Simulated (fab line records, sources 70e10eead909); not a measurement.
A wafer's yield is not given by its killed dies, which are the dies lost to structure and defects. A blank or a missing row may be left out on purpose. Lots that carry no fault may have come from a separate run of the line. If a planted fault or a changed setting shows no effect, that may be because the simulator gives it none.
Which tool did it? ; flow nand_harc ; 20 wafers from 7 lots sampled at 2 of the route's 1159 steps

== WHAT EACH GAUGE READ, for each wafer ==
NHARC_A_ONON_D1_THK_MEAS_30: measures by ellipsometry.
lot;measured;on;thk_nm (nm)
L111;day 8 14:55;film_metro-02;995 993 993
L115;day 8 21:31;film_metro-01;1011 1010 1012
L124;day 11 05:16;film_metro-01;1020 1019 1019
L122;day 11 08:32;film_metro-01;995 1323
L129;day 12 20:28;film_metro-01;990 991 991
L132;day 13 07:11;film_metro-02;990 992 990
L134;day 13 16:21;film_metro-02;997 997 995

== WHAT TOOL EACH LOT RAN ON (gives the tool, then ch and the chambers of the sampled wafers, and finally the start) ==
lot;NHARC_A_ONON_D1_DEP_28
L111;pecvd_onon-02 ch 0, day 8 14:28
L115;pecvd_onon-02 ch 0, day 8 21:00
L124;pecvd_onon-02 ch 0, day 11 04:45
L122;pecvd_onon-03 ch 0, day 11 08:08
L129;pecvd_onon-04 ch 0, day 12 19:57
L132;pecvd_onon-04 ch 0, day 13 06:51
L134;pecvd_onon-03 ch 0, day 13 15:50
- NHARC_A_ONON_D1_DEP_28: target thk 1000 nm.

== THE ANSWER, worked out from the rows above alone ==
Rule: usual is defined by the lots themselves. The widest of any qualifying gaps counts: lots, ordered by their means at a reading, are off when they make up no more than a third of the lots, leave a main group of 4 or more, and stand apart from it by 3 or more times the standard deviation of that group's means. A main group is skipped when, at the precision printed for the reading in the tables above, its means are all equal. A lot without any number at a reading at which 4 lots or more have one is off too. Any other lot the step has rows for is counted as sound.
Off at NHARC_A_ONON_D1_THK_MEAS_30 (thk_nm): L122. For the main group the mean is 1000 nm and the standard deviation 11.
A tool fits if, at a process step before that reading, it ran every lot that is off, and no sound lot after the first of them. The gauges at NHARC_A_ONON_D1_THK_MEAS_30 are tried like those tools. None of those tried fits.

== WHAT THE SIMULATOR HAD INSERTED ==
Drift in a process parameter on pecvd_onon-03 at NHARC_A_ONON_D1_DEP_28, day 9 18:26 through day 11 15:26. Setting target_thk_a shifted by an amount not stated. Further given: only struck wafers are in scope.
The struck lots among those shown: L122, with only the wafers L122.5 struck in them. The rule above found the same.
